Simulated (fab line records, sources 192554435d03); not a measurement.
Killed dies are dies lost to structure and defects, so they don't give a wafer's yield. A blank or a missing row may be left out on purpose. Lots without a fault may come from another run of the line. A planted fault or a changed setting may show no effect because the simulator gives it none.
A struck lot beside a sound one | flow n5_finfet | 19 steps out of a route of 1938
Sound: wafers L939.1, L939.2, L939.3. Struck: wafers L928.1, L928.3, L928.5. The cause comes at the end.
At each step with rows: each side's tool, then ch and its chambers, then its first start. Under that, the readings that differ: sound wafers | struck wafers | difference of the means | sigmas: that difference in standard deviations of wafers without a fault.
alike: readings whose means differ by less than 2 such deviations, and words and numbers that are the same on both sides. not compared: withheld readings, readings that some wafer has no value for, bounds like >300 that may hide the same value, and numbers for which the record gives no deviation and whose values overlap.
The two part at a step that has a row with sigmas, a row that says differs or no value, or rows on one side only. Numbers that don't overlap but have no deviation are shown without sigmas and don't part them. A reading that every wafer of one side lacks parts them only if that side has two wafers or more.

first, 7 steps without rows for these wafers: N5_BEOL_M13_COAT_04 (resist thk 400 nm); N5_BEOL_M13_EBR_06; N5_BEOL_M13_SOFTBAKE_05 (time 60 s); N5_BEOL_M13_EXPOSE_07 (exposes mask V12); N5_BEOL_M13_PEB_08 (peb time 90 s); N5_BEOL_M13_DEVELOP_09 (develop time 45 s); N5_BEOL_M13_HARDBAKE_14 (time 120 s).
N5_BEOL_M13_CD_MEAS_10: target cd 190 nm.
  sound on cd_sem-01 ch 0, day 15 19:01; struck on cd_sem-03 ch 0, day 12 05:18
  alike: cd_nm
N5_BEOL_M13_OVL_MEAS_11:
  sound on overlay-02 ch 0, day 15 19:03; struck on overlay-01 ch 0, day 12 05:20
  alike: V12_OVL
N5_BEOL_M13_INSPECT_12: inspects for defects (macro).
  sound on defect_inspect-01, day 15 19:05; struck on defect_inspect-01, day 12 05:21
  alike: raw_defect_count
N5_BEOL_M13_DESCUM_15: chemistry O2, time 7.9 s.
  sound on rie_diel-03 ch 1,2,3, day 15 19:07; struck on rie_diel-04 ch 0,2,3, day 12 05:23
  alike: drypump_motor_current_A, oes_product_au, rf_vpp_V, showerhead_plenum_p_Torr, throttle_valve_pct
  not compared: rf_hours_counter_h
N5_BEOL_M13_ETCH_59: etches BARC in N2/H2, target depth 89 nm, overetch 26.7 nm, time 67.9 s.
  sound on rie_diel-03 ch 1,2,3, day 15 19:09; struck on rie_diel-04 ch 0,2,3, day 12 05:25
  alike: bias_w, chamber_pressure_mTorr, drypump_motor_current_A, oes_product_au, rf_vpp_V, showerhead_plenum_p_Torr, throttle_valve_pct
  not compared: rf_hours_counter_h
N5_BEOL_M13_VIA_ETCH_16: etches SiOC in C4F8/O2/Ar, target depth 921.7 nm.
  sound on rie_diel-03 ch 1,2,3, day 15 19:12; struck on rie_diel-04 ch 0,2,3, day 12 05:29
  no value came back on the struck wafers for any of 7 readings (C4F8_flow_sccm (sccm), O2_flow_sccm (sccm) and others); on the sound wafers C4F8_flow_sccm (sccm) reads 14.97 15.02 15.01
  reading                                    | sound          | struck            | difference | sigmas
  model.coat_of_BEOL_M13_COAT_04.thk_nm (nm) | 73.2 71.2 70.4 | 319.4 320.8 320.2 | +248.5     |
N5_BEOL_M13_STRIP_63: strips in N2/H2.
  sound on plasma_asher-02 ch 0,1, day 15 19:26; struck on plasma_asher-01 ch 0,1, day 12 05:43
  reading                      | sound             | struck            | difference | sigmas
  heater_power_w (W)           | 284 250 248       | 332 334 331       | +72        | +2
  oes_product_au (a.u.)        | 0.677 0.670 0.673 | 0.859 0.836 0.858 | +0.178     | +36
  strip_time_to_endpoint_s (s) | 28.6 28.0 27.8    | 93.3 93.7 93.5    | +65.4      | +59
  alike: drypump_motor_current_A
  not compared: rf_hours_counter_h
N5_BEOL_M13_STRIP_64: strips in N2/H2.
  sound on plasma_asher-02 ch 0,1, day 15 19:29; struck on plasma_asher-01 ch 0,1, day 12 05:46
  reading            | sound       | struck      | difference | sigmas
  heater_power_w (W) | 278 245 244 | 328 331 336 | +76        | +2
  alike: drypump_motor_current_A, oes_product_au, strip_time_to_endpoint_s
  not compared: rf_hours_counter_h
then, 2 steps without rows for these wafers: N5_BEOL_M13_STRIP_71 (strips in post etch residue remover, time 60 s); N5_BEOL_M13_SRD_72 (time 30 s, dry time 30 s).
N5_BEOL_M13_CD_MEAS_17: target cd 190 nm.
  sound on cd_sem-01, day 15 19:38; struck on cd_sem-02, day 12 05:55
  reading    | sound             | struck | difference                    | sigmas
  cd_nm (nm) | 191.9 190.2 192.1 | - - -  | no value on the struck wafers |
then, 1 step without rows for these wafers: N5_BEOL_M13_COAT_65 (time 60 s, resist thk 350 nm).

WHERE THEY PART
First at N5_BEOL_M13_VIA_ETCH_16; last, within this record, at N5_BEOL_M13_CD_MEAS_17.

WHY: what the simulator had put in
Skipped step whole: rie_diel-04, from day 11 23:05 on, at N5_BEOL_M13_VIA_ETCH_16. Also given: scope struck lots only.
